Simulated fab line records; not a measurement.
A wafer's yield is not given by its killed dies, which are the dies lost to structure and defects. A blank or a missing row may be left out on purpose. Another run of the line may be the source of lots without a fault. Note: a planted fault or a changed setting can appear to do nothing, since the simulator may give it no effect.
Matching of chambers	flow n5_finfet	rie_diel-02 running N5_BEOL_M0_SAQP_ETCH_49: 4 sister chambers
The step etches SiO2 in CF4/O2, target depth 37 nm. 18 wafers are shown with their chamber, then 9 later ones without.

== EACH WAFER AND ITS CHAMBER ==
wafer	chamber	throttle_valve_pct (%)	drypump_motor_current_A (A)	oes_product_au (a.u.)
L074.3	1	15.86	5.85	0.68
L074.4	0	15.98	5.26	0.72
L074.5	3	16.22	5.49	0.66
L075.3	0	15.97	5.29	0.73
L075.4	2	15.90	5.67	0.68
L075.6	2	15.91	5.68	0.69
L077.1	1	15.87	5.81	0.68
L077.3	3	16.24	5.46	0.66
L077.6	2	15.90	5.70	0.68
L080.1	0	16.00	5.32	0.73
L080.4	1	15.86	5.86	0.68
L080.5	1	15.86	5.82	0.68
L082.1	0	15.98	5.29	0.73
L082.4	0	16.00	5.28	0.73
L082.5	2	15.91	5.64	0.68
L087.3	2	15.94	5.72	0.67
L087.4	0	15.99	5.31	0.71
L087.5	1	15.90	5.82	0.67

SIGNATURES, as means of the wafers listed above
reading	chamber 0	chamber 1	chamber 2	chamber 3	scatter within a chamber
throttle_valve_pct	15.9867	15.8700	15.9120	16.2300	0.0152
drypump_motor_current_A	5.2917	5.8320	5.6820	5.4750	0.0243
oes_product_au	0.7250	0.6780	0.6800	0.6600	0.00671
Rule: for a wafer and a chamber, the distance is found by dividing, reading by reading, the gap between the wafer's reading and the chamber's mean by the reading's scatter, squaring, summing and taking the root. If the next closest chamber is less than 2 further off than the closest, the wafer can't be placed; otherwise it belongs to the closest. The scatter: take each reading less its chamber's mean, square it, sum over the shown wafers, divide by the number of wafers less the number of chambers, and take the root.

== WAFERS WITH NO CHAMBER GIVEN ==
wafer	throttle_valve_pct (%)	drypump_motor_current_A (A)	oes_product_au (a.u.)
L094.1	15.77	5.48	0.93
L094.2	16.00	5.30	0.71
L094.3	15.44	5.70	0.96
L094.4	16.01	5.30	0.72
L094.5	15.44	5.68	0.96
L094.6	15.78	5.44	0.93
L095.4	16.01	5.29	0.71
L095.5	15.44	5.70	0.95
L095.6	15.78	5.51	0.93

== WHICH CHAMBER EACH WENT THROUGH ==
wafer	from the rows above	in truth
L094.1	0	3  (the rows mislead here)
L094.2	0	0
L094.3	can't be placed: 1 or 2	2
L094.4	0	0
L094.5	can't be placed: 1 or 2 or 0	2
L094.6	0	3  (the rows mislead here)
L095.4	0	0
L095.5	can't be placed: 1 or 2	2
L095.6	0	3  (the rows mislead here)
Correct placement for 3 of the 9. These rows do not allow placing 3 (true chamber among the candidates in 3). 3 placed wrongly.
